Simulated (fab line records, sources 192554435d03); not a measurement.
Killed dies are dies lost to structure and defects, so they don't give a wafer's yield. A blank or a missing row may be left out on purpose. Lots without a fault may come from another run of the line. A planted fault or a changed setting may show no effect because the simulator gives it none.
Which tool did it? | flow n5_finfet | 8 lots, 24 wafers sampled, at 8 steps of a route of 1938

WHAT THE GAUGES READ, wafer by wafer
N5_BEOL_M4_RC_MEAS_101. Usual: DIBL_N 36.4 mV/V, standard deviation 1.4; DIBL_P 36.4 mV/V, standard deviation 1.5; IOFF_N 0.156 nA/um, standard deviation 0.022; IOFF_P 0.210 nA/um, standard deviation 0.023; ION_N 675 uA/um, standard deviation 9.1; ION_P 463 uA/um, standard deviation 5.7; SS_N 71.6 mV/dec, standard deviation 0.45; SS_P 73.3 mV/dec, standard deviation 0.56; VT_N 250 mV, standard deviation 3.1; VT_P -250.3 mV, standard deviation 2.3.
lot  | measured     | on        | DIBL_N (mV/V)  | DIBL_P (mV/V)  | IOFF_N (nA/um)    | IOFF_P (nA/um)    | ION_N (uA/um) | ION_P (uA/um) | SS_N (mV/dec)  | SS_P (mV/dec)  | VT_N (mV)   | VT_P (mV)            | flag
L917 | day 10 13:27 | prober-02 | 37.7 38.0 36.7 | 35.4 35.8 34.6 | 0.175 0.183 0.151 | 0.232 0.243 0.211 | 686 683 681   | 474 466 470   | 71.6 71.3 70.9 | 74.0 73.6 73.6 | 249 248 250 | -249.3 -246.3 -248.6 |
L918 | day 10 18:31 | prober-02 | 37.4 37.6 37.8 | 37.3 37.7 37.5 | 0.160 0.155 0.163 | 0.195 0.200 0.206 | 667 667 670   | 455 455 464   | 71.1 71.7 71.4 | 73.6 73.8 73.9 | 248 253 249 | -254.0 -252.8 -251.3 |
L927 | day 13 01:37 | prober-01 | 37.7 37.9 38.8 | 38.4 38.2 40.0 | 0.171 0.176 0.190 | 0.213 0.225 0.240 | 681 681 691   | 467 465 463   | 71.7 72.3 71.6 | 73.4 73.7 73.7 | 250 249 249 | -251.3 -249.6 -248.2 |
L930 | day 13 23:07 | prober-02 | 34.7 34.6 33.9 | 36.0 35.4 34.7 | 0.134 0.130 0.116 | 0.192 0.187 0.168 | 678 661 665   | 465 459 456   | 71.1 71.7 71.0 | 72.3 72.1 72.4 | 252 251 254 | -251.0 -251.1 -252.2 |
L931 | day 14 03:29 | prober-02 | 35.8 34.8 35.5 | 35.7 34.3 35.9 | 0.152 0.131 0.142 | 0.211 0.188 0.224 | 673 672 673   | 468 465 467   | 71.3 71.2 71.6 | 73.6 73.3 73.2 | 252 251 252 | -248.7 -250.2 -248.7 |
L932 | day 14 05:38 | prober-01 | 37.2 38.5 36.9 | 37.8 37.8 36.5 | 0.178 0.199 0.160 | 0.224 0.230 0.202 | 680 683 681   | 465 464 466   | 71.8 72.1 71.9 | 73.4 73.7 73.5 | 246 247 248 | -249.6 -250.2 -252.1 |
L933 | day 14 15:42 | prober-02 | 37.2 36.8 35.9 | 38.6 37.0 35.9 | 0.187 0.166 0.152 | 0.259 0.228 0.212 | 685 671 675   | 477 465 467   | 72.3 72.1 71.6 | 73.5 74.1 73.8 | 246 248 249 | -249.3 -249.0 -250.1 |
L934 | day 15 06:20 | prober-02 | 37.0 35.1 36.8 | 38.0 36.5 38.2 | 0.164 0.139 0.174 | 0.233 0.205 0.235 | 669 669 676   | 468 465 467   | 71.6 71.4 71.8 | 73.6 72.4 72.8 | 250 252 249 | -249.7 -248.6 -249.1 |

N5_BEOL_M13_OCD_MEAS_35. Usual: trench_depth_nm 415 nm, standard deviation 6.2.
lot  | measured     | on     | trench_depth_nm (nm) | flag
L917 | day 13 20:48 | ocd-02 | 410 421 409          |
L918 | day 14 06:09 | ocd-02 | 413 411 412          |
L927 | day 16 08:25 | ocd-01 | 413 413 405          |
L930 | day 16 22:10 | ocd-02 | 408 406 408          |
L931 | day 17 00:15 | ocd-02 | 419 420 425          |
L932 | day 17 10:33 | ocd-02 | 408 408 404          |
L933 | day 18 04:56 | ocd-02 | 425 420 424          |
L934 | day 18 07:45 | ocd-02 | 414 419 411          |

N5_BEOL_M13_THK_MEAS_50: measures by xrf. Usual: M13_THK 425 nm, standard deviation 6.8.
lot  | measured     | on            | M13_THK (nm) | flag
L917 | day 14 00:12 | film_metro-02 | 424 434 421  |
L918 | day 14 10:19 | film_metro-02 | 424 423 422  |
L927 | day 16 10:22 | film_metro-02 | 422 421 417  |
L930 | day 17 00:04 | film_metro-02 | 944 962 953  | OFF
L931 | day 17 04:32 | film_metro-01 | 934 944 929  | OFF
L932 | day 17 15:20 | film_metro-02 | 962 957 950  | OFF
L933 | day 18 15:31 | film_metro-01 | 430 423 428  |
L934 | day 18 11:52 | film_metro-02 | 423 428 421  |

N5_BEOL_M13_RS_MEAS_54: measures by four-point-probe. Usual: M13_RS 0.0447 ohm/sq, standard deviation 0.00068.
lot  | measured     | on            | M13_RS (ohm/sq)      | flag
L917 | day 14 00:20 | film_metro-02 | 0.0451 0.0439 0.0451 |
L918 | day 14 10:27 | film_metro-02 | 0.0450 0.0450 0.0451 |
L927 | day 16 10:29 | film_metro-01 | 0.0451 0.0449 0.0458 |
L930 | day 17 00:11 | film_metro-01 | 0.0182 0.0180 0.0181 | OFF
L931 | day 17 04:42 | film_metro-01 | 0.0185 0.0183 0.0185 | OFF
L932 | day 17 15:30 | film_metro-01 | 0.0180 0.0181 0.0182 | OFF
L933 | day 18 15:38 | film_metro-01 | 0.0439 0.0445 0.0440 |
L934 | day 18 12:00 | film_metro-01 | 0.0447 0.0443 0.0450 |

N5_BEOL_M13_INSPECT_55: inspects for defects (darkfield). Usual: raw_defect_count 70, standard deviation 23.
lot  | measured     | on                | raw_defect_count | flag
L917 | day 14 00:21 | defect_inspect-01 | 49 79 125        |
L918 | day 14 10:29 | defect_inspect-01 | 50 43 51         |
L927 | day 16 10:31 | defect_inspect-02 | 48 77 52         |
L930 | day 17 00:13 | defect_inspect-01 | 3189 3154 3106   | OFF
L931 | day 17 04:44 | defect_inspect-01 | 3201 3153 3148   | OFF
L932 | day 17 15:32 | defect_inspect-02 | 3072 3200 3196   | OFF
L933 | day 18 15:40 | defect_inspect-02 | 95 97 131        |
L934 | day 18 12:01 | defect_inspect-01 | 86 68 58         |

WHICH TOOL RAN EACH LOT (tool, then ch and the chambers of the sampled wafers, then the start)
lot  | N5_BEOL_M13_TRENCH_ETCH_34         | N5_BEOL_M13_SPUTTER_43       | N5_BEOL_M13_CMP_49
L917 | rie_diel-06 ch 0,1,3, day 13 20:37 | pvd_sputter-01, day 13 23:10 | cmp-03 ch 0,1,2, day 13 23:59
L918 | rie_diel-01 ch 0,1, day 14 05:59   | pvd_sputter-01, day 14 09:17 | cmp-03 ch 0,1,3, day 14 10:02
L927 | rie_diel-01 ch 0,1,3, day 16 08:14 | pvd_sputter-02, day 16 09:02 | cmp-04 ch 0,1,3, day 16 10:08
L930 | rie_diel-01 ch 0,1,2, day 16 21:59 | pvd_sputter-03, day 16 22:58 | cmp-03 ch 0,2,3, day 16 23:50
L931 | rie_diel-06 ch 0,2,3, day 17 00:04 | pvd_sputter-01, day 17 03:31 | cmp-01 ch 0,3, day 17 04:15
L932 | rie_diel-01 ch 0,1, day 17 10:22   | pvd_sputter-01, day 17 14:19 | cmp-03 ch 0,1, day 17 15:03
L933 | rie_diel-04 ch 0,2,3, day 18 04:46 | pvd_sputter-03, day 18 14:24 | cmp-01 ch 1,2,3, day 18 15:13
L934 | rie_diel-04 ch 0,1,2, day 18 07:35 | pvd_sputter-01, day 18 10:40 | cmp-01 ch 1,2,3, day 18 11:39
- N5_BEOL_M13_TRENCH_ETCH_34: etches SiOC in C4F8/O2/Ar, target depth 413.47 nm, time 162.6 s.
- N5_BEOL_M13_SPUTTER_43: material TaN, target thk 15 nm, time 24.19 s.
- N5_BEOL_M13_CMP_49: polishes, stops on SiOC, t overpolish 17.1 s, target thk 420 nm.

WHAT THE TOOLS THEMSELVES READ (means of the sampled wafers that have a number; where no wafer has one, the mark that the record gives instead)
N5_BEOL_M13_TRENCH_ETCH_34. Usual: O2_flow_sccm 7.999 sccm, standard deviation 0.026; drypump_motor_current_A 5.8 A, standard deviation 0.63; oes_product_au 0.80 a.u., standard deviation 0.076; rf_vpp_V 665 V, standard deviation 3.1; showerhead_plenum_p_Torr 3.42 Torr, standard deviation 0.1; throttle_valve_pct 24.20 %, standard deviation 0.17.
lot  | tool        | O2_flow_sccm (sccm) | drypump_motor_current_A (A) | oes_product_au (a.u.) | rf_vpp_V (V) | showerhead_plenum_p_Torr (Torr) | throttle_valve_pct (%) | flag
L917 | rie_diel-06 | 7.996               | 5.4                         | 0.75                  | 664          | 3.36                            | 24.29                  |
L918 | rie_diel-01 | 8.013               | 6.3                         | 0.78                  | 666          | 3.44                            | 24.16                  |
L927 | rie_diel-01 | 7.981               | 5.9                         | 0.79                  | 665          | 3.40                            | 24.09                  |
L930 | rie_diel-01 | 8.010               | 5.7                         | 0.74                  | 664          | 3.38                            | 24.22                  |
L931 | rie_diel-06 | 7.987               | 6.0                         | 0.87                  | 668          | 3.51                            | 24.24                  |
L932 | rie_diel-01 | 7.969               | 5.9                         | 0.76                  | 665          | 3.43                            | 24.15                  |
L933 | rie_diel-04 | 8.014               | 5.8                         | 0.80                  | 666          | 3.43                            | 24.20                  |
L934 | rie_diel-04 | 8.008               | 5.8                         | 0.76                  | 667          | 3.46                            | 24.31                  |

N5_BEOL_M13_SPUTTER_43. Usual: throttle_valve_pct 30.3 %, standard deviation 0.88.
lot  | tool           | throttle_valve_pct (%) | flag
L917 | pvd_sputter-01 | 30.4                   |
L918 | pvd_sputter-01 | 30.7                   |
L927 | pvd_sputter-02 | 29.7                   |
L930 | pvd_sputter-03 | 30.3                   |
L931 | pvd_sputter-01 | 30.6                   |
L932 | pvd_sputter-01 | 30.8                   |
L933 | pvd_sputter-03 | 30.2                   |
L934 | pvd_sputter-01 | 30.4                   |

N5_BEOL_M13_CMP_49. Usual: barrier_field_endpoint_s 30.3 s, standard deviation 0.6; clearing_platen_down_force_psi 1.5001 psi, standard deviation 0.003; head_pressure_psi 0.9995 psi, standard deviation 0.0021; motor_current_A 6.1 A, standard deviation 0.54; overpolish_run_s 17.101 s, standard deviation 0.0085.
lot  | tool   | barrier_field_endpoint_s (s) | clearing_platen_down_force_psi (psi) | head_pressure_psi (psi) | motor_current_A (A) | overpolish_run_s (s) | flag
L917 | cmp-03 | 30.1                         | 1.5005                               | 1.0014                  | 6.1                 | 17.100               |
L918 | cmp-03 | 30.5                         | 1.4992                               | 1.0004                  | 5.8                 | 17.094               |
L927 | cmp-04 | 30.4                         | 1.4989                               | 1.0001                  | 6.7                 | 17.098               |
L930 | cmp-03 | -                            | -                                    | -                       | -                   | -                    | OFF
L931 | cmp-01 | -                            | -                                    | -                       | -                   | -                    | OFF
L932 | cmp-03 | -                            | -                                    | -                       | -                   | -                    | OFF
L933 | cmp-01 | 30.1                         | 1.4991                               | 1.0016                  | 6.4                 | 17.096               |
L934 | cmp-01 | 30.1                         | 1.5020                               | 0.9988                  | 6.3                 | 17.097               |

THE ANSWER, worked out from the rows above alone
Rule: a lot is off if the mean of its wafers that have a number lies more than 3 standard deviations from the usual mean. A lot without any number at a reading at which 4 lots or more have one is off too. The other lots that the step has rows for count as sound. The gauges are gone through in route order, then the tools' own readings, and for those a lot's mean is taken as printed above. The first step at which some lot is off is used, and at that step the reading that is off furthest; a lot without a number counts as furthest.
Off: L930, L931, L932, at N5_BEOL_M13_THK_MEAS_50 (M13_THK).
A tool fits if, at a process step before that reading, it ran every lot that is off, and no sound lot after the first of them. The gauges at N5_BEOL_M13_THK_MEAS_50 aren't tried: what is off there is off at N5_BEOL_M13_INSPECT_55 too, on other tools, and a gauge's error can't cause that. None of those tried fits.

WHAT THE SIMULATOR HAD PUT IN
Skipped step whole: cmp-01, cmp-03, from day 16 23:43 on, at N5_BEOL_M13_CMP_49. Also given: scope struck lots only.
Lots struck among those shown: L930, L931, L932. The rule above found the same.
